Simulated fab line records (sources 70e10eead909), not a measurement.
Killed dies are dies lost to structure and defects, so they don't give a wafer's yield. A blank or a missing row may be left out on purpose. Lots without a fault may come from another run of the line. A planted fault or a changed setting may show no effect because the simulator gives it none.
fab line records | flow nand-harc
[record] lots = 14 wafers = 42 last-day = 25
route steps=1159 shown A_STAIRCASE@600 A_BONDPAD@1083 HYBRID_BOND@1099 END@1159
lots untouched by any fault: they come from a run of this same line in which no faults occurred
start-h: hours from the record's first day to the start of the lot's first wafer shown | wait-h: how many hours have passed since the lot's step before this one | " repeats the value in the row above | L1.1+2: a single row standing in for several wafers | - value missing, or start not given | * or withheld: withheld | < > ~ a bound
route shown NAME@n: NAME is a module with steps in the file, n the number in the route of the first one | usual: mean and standard deviation over wafers with no fault | same: alike in all rows | chamber/n: place in a boat | sites: the reading at each site | _std_site: the standard deviation of these | _edge_site: the outer-site mean with the inner-site mean subtracted | radius-mm: for every site, how far away it sits from the centre of the wafer | mask NAME#n: copy n | behind: the last tool/chamber to shape the wafer | hold: what put the lot on hold/how long, in hours/how the hold closed | device: the n, p or np transistor that did not switch | end of line: the route-end tests of the same wafers | a step without rows: its recipe alone | killed: dies that structure and defects cost at the first sort, which is not the same as the wafer's yield | map: a wafer's dies, marking killed ones x, the rest . and places with no die _
set.NAME: setting as actually run; set.NAME@STEP: the setting as run at that earlier step | model.NAME: the simulator's own value behind a step, which no gauge read
one table for each step of the route and one row for each wafer, over a sample of lots
services: the hour from which a tool's chamber was out of use, counted from the record's first day as start-h (under 0 if before that day), plus the number of hours and why
[[steps]]
[step NHARC_A_STAIRCASE_STRIP_206]
[recipe] time-s = 900 temp-c = 130 chemistry = SPM
[usual] bath-guard-temp-C = 130.1/0.56
// columns lot.wafer tool chamber start-h wait-h bath-guard-temp-C
L993.3 wet-bench-09 1 238.80 0.2 129.4
L993.1 " 2 " " 130.4
L993.6 " 6 " " 130.5
L996.3 wet-bench-09 7 258.57 0.2 129.7
L996.4 " 1 " " 129.8
L996.1 " 2 " " 130.5
L994.4 wet-bench-04 3 259.33 0.2 130.6
L994.2 " 5 " " 130.1
L994.6 " 7 " " 130.9
L995.4 wet-bench-06 1 261.86 0.2 129.3
L995.2 " 2 " " 130.1
L995.5 " 3 " " 130.8
L997.2 wet-bench-06 6 271.55 0.3 130.2
L997.6 " 0 " " 130.4
L997.3 " 2 " " 130.0
L998.5 wet-bench-09 3 272.27 0.1 129.7
L998.6 " 5 " " 131.3
L998.2 " 6 " " 130.4
L102.6 wet-bench-09 5 302.56 0.1 131.0
L102.2 " 6 " " 130.8
L102.1 " 0 " " 130.2
L104.1 wet-bench-09 1 328.32 0.3 129.6
L104.6 " 5 " " 131.0
L104.4 " 6 " " 130.7
L109.1 wet-bench-06 4 349.87 0.3 131.1
L109.3 " 0 " " 129.7
L109.4 " 1 " " 129.7
L110.3 wet-bench-04 3 353.80 0.2 131.1
L110.6 " 4 " " 129.8
L110.1 " 7 " " 130.6
L112.3 wet-bench-04 6 367.52 0.2 130.3
L112.5 " 7 " " 130.3
L112.1 " 0 " " 129.5
L114.6 wet-bench-04 1 373.47 0.1 130.1
L114.1 " 3 " " 130.7
L114.5 " 4 " " 129.5
L113.3 wet-bench-06 4 378.67 0.2 131.3
L113.2 " 5 " " 128.9
L113.1 " 0 " " 130.2
L115.5 wet-bench-06 0 395.66 0.1 130.0
L115.2 " 3 " " 130.6
L115.3 " 5 " " 129.0
[step NHARC_A_BONDPAD_PRE_CLEAN_26]
[recipe] time-s = 30 temp-c = 280 gas = H2/He
[usual] heater-power-w = 413/36
// columns lot.wafer tool chamber start-h wait-h heater-power-w
L993.1 pvd-sputter-03 - - - 410
L993.3 " - " " 465
L993.6 " - " " 415
L994.4 pvd-sputter-02 - - - 390
L994.2 " - " " 420
L994.6 " - " " 390
L995.4 pvd-sputter-03 - - - 463
L995.2 " - " " 385
L995.5 " - " " 405
L996.3 pvd-sputter-03 - - - 401
L996.1 " - " " 460
L996.4 " - " " 389
L998.2 pvd-sputter-02 - - - 405
L998.6 " - " " 390
L998.5 " - " " 417
L997.3 pvd-sputter-03 - - - 390
L997.2 " - " " 398
L997.6 " - " " 399
L102.1 pvd-sputter-01 - - - 486
L102.2 " - " " 353
L102.6 " - " " 392
L104.1 pvd-sputter-03 - - - 371
L104.4 " - " " 459
L104.6 " - " " 413
L109.1 pvd-sputter-01 - - - 460
L109.3 " - " " 486
L109.4 " - " " 396
L110.3 pvd-sputter-02 - - - 400
L110.1 " - " " 418
L110.6 " - " " 404
L112.3 pvd-sputter-02 - - - 418
L112.1 " - " " 423
L112.5 " - " " 401
L114.1 pvd-sputter-03 - - - 416
L114.5 " - " " 396
L114.6 " - " " 367
L113.2 pvd-sputter-01 - - - 381
L113.1 " - " " 475
L113.3 " - " " 355
L115.2 pvd-sputter-01 - - - 373
L115.3 " - " " 477
L115.5 " - " " 345
[step NHARC_A_BONDPAD_THK_MEAS_20]
[recipe] thk-meas-gauge = xrf
[usual] thk-nm = 170.0/1.3
// columns lot.wafer tool chamber start-h wait-h thk-nm
L993.1 film-metro-01 - 413.85 - 169.0
L993.3 " - " " 170.2
L993.6 " - " " 168.7
L994.2 film-metro-02 - 422.02 - 170.2
L994.4 " - " " 169.0
L994.6 " - " " 169.2
L995.2 film-metro-01 - 422.36 - 170.8
L995.4 " - " " 170.9
L995.5 " - " " 170.6
L996.1 film-metro-01 - 422.68 - 170.0
L996.3 " - " " 172.8
L996.4 " - " " 171.8
L998.2 film-metro-02 - 438.88 - 171.2
L998.5 " - " " 169.6
L998.6 " - " " 169.4
L997.2 film-metro-02 - 439.21 - 170.0
L997.3 " - " " 172.6
L997.6 " - " " 171.4
L102.1 film-metro-01 - 466.52 - 168.0
L102.2 " - " " 170.6
L102.6 " - " " 172.2
L104.1 film-metro-01 - 487.32 - 171.5
L104.4 " - " " 170.1
L104.6 " - " " 169.0
L109.1 film-metro-02 - 514.12 - 170.9
L109.3 " - " " 170.5
L109.4 " - " " 167.7
L110.1 film-metro-02 - 514.61 - 169.0
L110.3 " - " " 171.1
L110.6 " - " " 168.4
L112.1 film-metro-01 - 533.21 - 169.5
L112.3 " - " " 172.5
L112.5 " - " " 168.4
L114.1 film-metro-01 - 540.22 - 169.6
L114.5 " - " " 169.0
L114.6 " - " " 167.9
L113.1 film-metro-02 - 540.81 - 170.2
L113.2 " - " " 170.6
L113.3 " - " " 171.7
L115.2 film-metro-01 - 572.07 - 167.8
L115.3 " - " " 171.0
L115.5 " - " " 170.0
[step NHARC_HYBRID_BOND_OVL_MEAS_05]
[usual] overlay-x-nm = 3/30 overlay-y-nm = 0/32
// columns lot.wafer tool chamber start-h wait-h overlay-x-nm overlay-y-nm
L993.1 overlay-01 - 424.18 0.4 -60 33
L993.3 " - " " -3 20
L993.6 " - " " 0 18
L994.2 overlay-01 - 435.15 0.4 -24 39
L994.4 " - " " -52 -12
L994.6 " - " " -16 -4
L995.2 overlay-02 - 435.15 0.4 27 0
L995.4 " - " " -49 18
L995.5 " - " " -47 45
L996.1 overlay-01 - 435.16 0.4 50 -3
L996.3 " - " " -23 -46
L996.4 " - " " 10 -46
L998.2 overlay-01 - 450.48 0.4 62 -52
L998.5 " - " " 32 34
L998.6 " - " " 50 50
L997.2 overlay-02 - 450.49 0.4 59 21
L997.3 " - " " 27 36
L997.6 " - " " 20 15
L102.1 overlay-02 - 473.60 0.4 6 33
L102.2 " - " " 14 -38
L102.6 " - " " 45 70
L104.1 overlay-01 - 494.69 0.4 41 -34
L104.4 " - " " 6 42
L104.6 " - " " 3 -73
L109.1 overlay-02 - 525.23 0.4 -43 1
L109.3 " - " " -18 27
L109.4 " - " " 42 10
L110.1 overlay-02 - 525.24 0.4 -17 80
L110.3 " - " " -34 41
L110.6 " - " " -33 57
L112.1 overlay-02 - 546.77 0.4 13 -5
L112.3 " - " " 47 12
L112.5 " - " " -9 1
L114.1 overlay-01 - 546.80 0.4 5 23
L114.5 " - " " 28 4
L114.6 " - " " 23 -1
L113.1 overlay-02 - 554.60 0.4 12 -18
L113.2 " - " " -39 2
L113.3 " - " " -4 -71
L115.2 overlay-01 - 581.98 0.4 -11 27
L115.3 " - " " -16 -6
L115.5 " - " " -7 -33
[step NHARC_END_SORT_01]
[recipe] temp-c = 25
[usual] killed-at-array = 26/9 killed-at-other = 0.8/1.2 killed-at-periphery = 3.2/2.3 killed-dies = 30/9.1 killed-open = 3.5/2 killed-short = 1.8/1.4
[same] gross-dies = 677
// columns lot.wafer tool chamber start-h wait-h killed-at-array killed-at-other killed-at-periphery killed-dies killed-open killed-short
L102.1 prober-01 0 491.29 2.5 100 1 2 103 1 2
L102.2 prober-01 0 492.09 2.8 91 4 5 100 4 2
L102.6 prober-01 0 495.32 4.0 69 1 2 72 3 1
L104.1 prober-02 0 514.07 2.5 104 1 4 109 3 4
L104.4 prober-02 0 516.50 3.4 86 0 1 87 2 0
L104.6 prober-02 0 518.12 4.0 76 0 3 79 3 2
// killed by level:class
L102.1 A_STAIRCASE:unspecified=76 A_SLIT:chamber-film-flake=14 A_STAIRCASE:chamber-film-flake=4 A_CONTACT:chamber-film-flake=2 P_M0:geometric-particle:open=1 P_M1:geometric-particle:short=1 A_ONON_D1:geometric-particle:short=1 A_ZERO_WELL:chamber-film-flake=1
L102.2 A_STAIRCASE:unspecified=75 A_SLIT:chamber-film-flake=8 THIN_TSV:chamber-film-flake=4 A_CONTACT:chamber-film-flake=3 P_CONTACT:geometric-particle:short=2 P_M0:geometric-particle:open=2 A_STAIRCASE:chamber-film-flake=2 P_CONTACT:geometric-particle:open=1
L102.6 A_STAIRCASE:unspecified=53 A_SLIT:chamber-film-flake=6 P_CONTACT:geometric-particle:open=2 A_CHANNEL_HOLE_D1:chamber-film-flake=2 A_STAIRCASE:chamber-film-flake=2 A_WL_FILL:chamber-film-flake=2 A_CONTACT:geometric-particle:open=1 A_CONTACT:geometric-particle:short=1
L104.1 A_STAIRCASE:unspecified=82 A_SLIT:chamber-film-flake=9 A_CHANNEL_HOLE_D1:chamber-film-flake=4 A_CONTACT:chamber-film-flake=3 A_WL_FILL:geometric-particle:short=2 P_M1:chamber-film-flake=2 P_M0:geometric-particle:short=1 A_CHANNEL_FILL_D1:geometric-particle:short=1
L104.4 A_STAIRCASE:unspecified=71 A_SLIT:chamber-film-flake=7 A_CHANNEL_HOLE_D1:chamber-film-flake=3 A_STAIRCASE:chamber-film-flake=2 P_M1:geometric-particle:open=1 A_CHANNEL_HOLE_D1:geometric-particle:open=1 A_WL_FILL:chamber-film-flake=1 A_CONTACT:chamber-film-flake=1
L104.6 A_STAIRCASE:unspecified=56 A_SLIT:chamber-film-flake=8 A_CHANNEL_HOLE_D1:chamber-film-flake=4 A_CONTACT:chamber-film-flake=4 P_CONTACT:geometric-particle:open=1 P_M2:geometric-particle:short=1 A_ONON_D1:geometric-particle:short=1 A_CHANNEL_FILL_D1:geometric-particle:open=1
[[services]]
// columns tool chamber start-h hours kind
pvd-sputter-01 - 256.36 3.0 repair
pvd-sputter-03 - 277.34 1.6 repair
pvd-sputter-01 - 279.15 1.4 repair
pvd-sputter-03 - 285.02 10.0 pm
wet-bench-09 - 288.80 8.0 pm
pvd-sputter-02 - 290.14 3.0 repair
wet-bench-09 0 296.80 - consumable-replace:bath
wet-bench-09 0 296.80 - consumable-replace:filter
wet-bench-09 1 296.80 - consumable-replace:bath
wet-bench-06 - 305.60 8.0 pm
pvd-sputter-01 - 338.94 10.0 pm
wet-bench-04 - 339.20 8.0 pm
pvd-sputter-02 - 392.00 10.0 pm
pvd-sputter-01 - 401.27 3.5 repair
wet-bench-06 - 425.57 0.6 repair
pvd-sputter-03 - 425.63 1.6 repair
pvd-sputter-01 - 435.59 5.0 repair
pvd-sputter-03 - 463.02 10.0 pm
wet-bench-09 - 464.80 8.0 pm
wet-bench-06 - 481.60 8.0 pm
wet-bench-04 - 515.20 8.0 pm
pvd-sputter-01 - 516.94 10.0 pm
pvd-sputter-03 - 532.74 2.1 repair
pvd-sputter-02 - 570.00 10.0 pm
[[key]]
[first-sign] step = NHARC_END_SORT_01 reading = killed-at-array direction = up sigmas = 6.8 usual = 26 struck = 88
[effect] step = NHARC_END_SORT_01 reading = killed-dies direction = up sigmas = 6.7 usual = 30 struck = 92
[more-kills-born-at] NHARC_A_STAIRCASE_STRIP_206@wet-bench-09 = 413
met-at NHARC_A_STAIRCASE_STRIP_206
struck-lots L102,L104
tester-left-out L102,L104
not-acting-at NHARC_A_BONDPAD_PRE_CLEAN_26,NHARC_A_BONDPAD_THK_MEAS_20,NHARC_HYBRID_BOND_OVL_MEAS_05
onset-between 272.27 302.56
[fault] kind = chamber-particle-source tool = wet-bench-09 chamber = - onset-h = 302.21 steps = NHARC_A_STAIRCASE_STRIP_206 rate-per-visit-cm2 = 0.69424 end-h = 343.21
// tester-left-out: of these lots the tester's yield and bins aren't shown, on N5 and GAA mostly nor the transistor test; their killed dies are dies lost to structure and defects alone, not to doping, threshold or leakage, so they don't give the yield
